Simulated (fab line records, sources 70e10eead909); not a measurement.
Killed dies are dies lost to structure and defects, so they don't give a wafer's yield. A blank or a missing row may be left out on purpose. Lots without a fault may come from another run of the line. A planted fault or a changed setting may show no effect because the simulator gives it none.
Chamber matching | flow nand_harc | NHARC_A_STAIRCASE_DESCUM_168 on rie_diel-10: 4 sister chambers
The step chemistry O2, time 3 s. 22 wafers are shown with their chamber, then 11 later ones without.

WAFERS WITH THEIR CHAMBER
wafer  | chamber | showerhead_plenum_p_Torr (Torr) | drypump_motor_current_A (A) | rf_vpp_V (V)
L074.4 | 2       | 1.98                            | 6.4                         | 58.7
L074.5 | 2       | 1.98                            | 6.4                         | 57.9
L074.6 | 3       | 1.77                            | 5.9                         | 58.2
L077.1 | 2       | 1.98                            | 6.4                         | 57.7
L077.2 | 1       | 2.07                            | 5.7                         | 58.7
L077.3 | 3       | 1.77                            | 5.9                         | 57.3
L077.4 | 3       | 1.77                            | 5.9                         | 56.7
L077.5 | 2       | 1.98                            | 6.4                         | 59.0
L077.6 | 1       | 2.07                            | 5.7                         | 56.8
L076.3 | 1       | 2.07                            | 5.7                         | 58.5
L076.5 | 2       | 1.98                            | 6.4                         | 58.6
L076.6 | 1       | 2.07                            | 5.7                         | 59.8
L078.4 | 2       | 1.98                            | 6.4                         | 59.8
L078.5 | 2       | 1.98                            | 6.4                         | 58.3
L078.6 | 3       | 1.77                            | 5.9                         | 57.2
L079.1 | 0       | 2.02                            | 6.2                         | 57.9
L079.2 | 1       | 2.07                            | 5.6                         | 57.9
L079.6 | 1       | 2.07                            | 5.7                         | 58.4
L080.3 | 1       | 2.07                            | 5.7                         | 58.4
L080.5 | 3       | 1.77                            | 5.9                         | 55.7
L080.6 | 0       | 2.02                            | 6.2                         | 58.5
L083.4 | 3       | 1.76                            | 6.0                         | 56.8

SIGNATURES (means of the wafers above)
reading                  | chamber 0 | chamber 1 | chamber 2 | chamber 3 | scatter within a chamber
showerhead_plenum_p_Torr | 2.0200    | 2.0700    | 1.9800    | 1.7683    | 0.00215
drypump_motor_current_A  | 6.200     | 5.686     | 6.400     | 5.917     | 0.0306
rf_vpp_V                 | 58.200    | 58.357    | 58.571    | 56.983    | 0.797
Rule: a wafer's distance from a chamber is the root of the sum, over the readings, of the square of ((its reading less the chamber's mean) divided by the reading's scatter). The wafer belongs to the nearest chamber; if the next one is less than 2 further off, it can't be placed. The scatter: the root of (the sum of the squares of (reading less its chamber's mean) over the shown wafers, divided by (wafers less chambers)).

WAFERS WITHOUT THEIR CHAMBER
wafer  | showerhead_plenum_p_Torr (Torr) | drypump_motor_current_A (A) | rf_vpp_V (V)
L083.5 | 2.02                            | 6.2                         | 58.9
L083.6 | 1.76                            | 6.0                         | 56.6
L090.1 | 1.97                            | 6.4                         | 57.5
L090.4 | 2.06                            | 5.7                         | 58.2
L090.5 | 1.76                            | 5.9                         | 57.0
L091.1 | 1.97                            | 6.3                         | 58.3
L091.3 | 1.76                            | 5.9                         | 57.3
L091.4 | 2.06                            | 5.7                         | 58.2
L092.1 | 2.01                            | 6.2                         | 58.1
L092.2 | 1.97                            | 6.4                         | 58.5
L092.5 | 2.01                            | 6.2                         | 59.1

WHICH CHAMBER EACH WENT THROUGH
wafer  | from the rows above | in truth
L083.5 | 0                   | 0
L083.6 | 3                   | 3
L090.1 | 2                   | 2
L090.4 | 1                   | 1
L090.5 | 3                   | 3
L091.1 | 2                   | 2
L091.3 | 3                   | 3
L091.4 | 1                   | 1
L092.1 | 0                   | 0
L092.2 | 2                   | 2
L092.5 | 0                   | 0
Placed correctly: 11 of 11. Can't be placed from these rows: 0. Placed wrongly: 0.
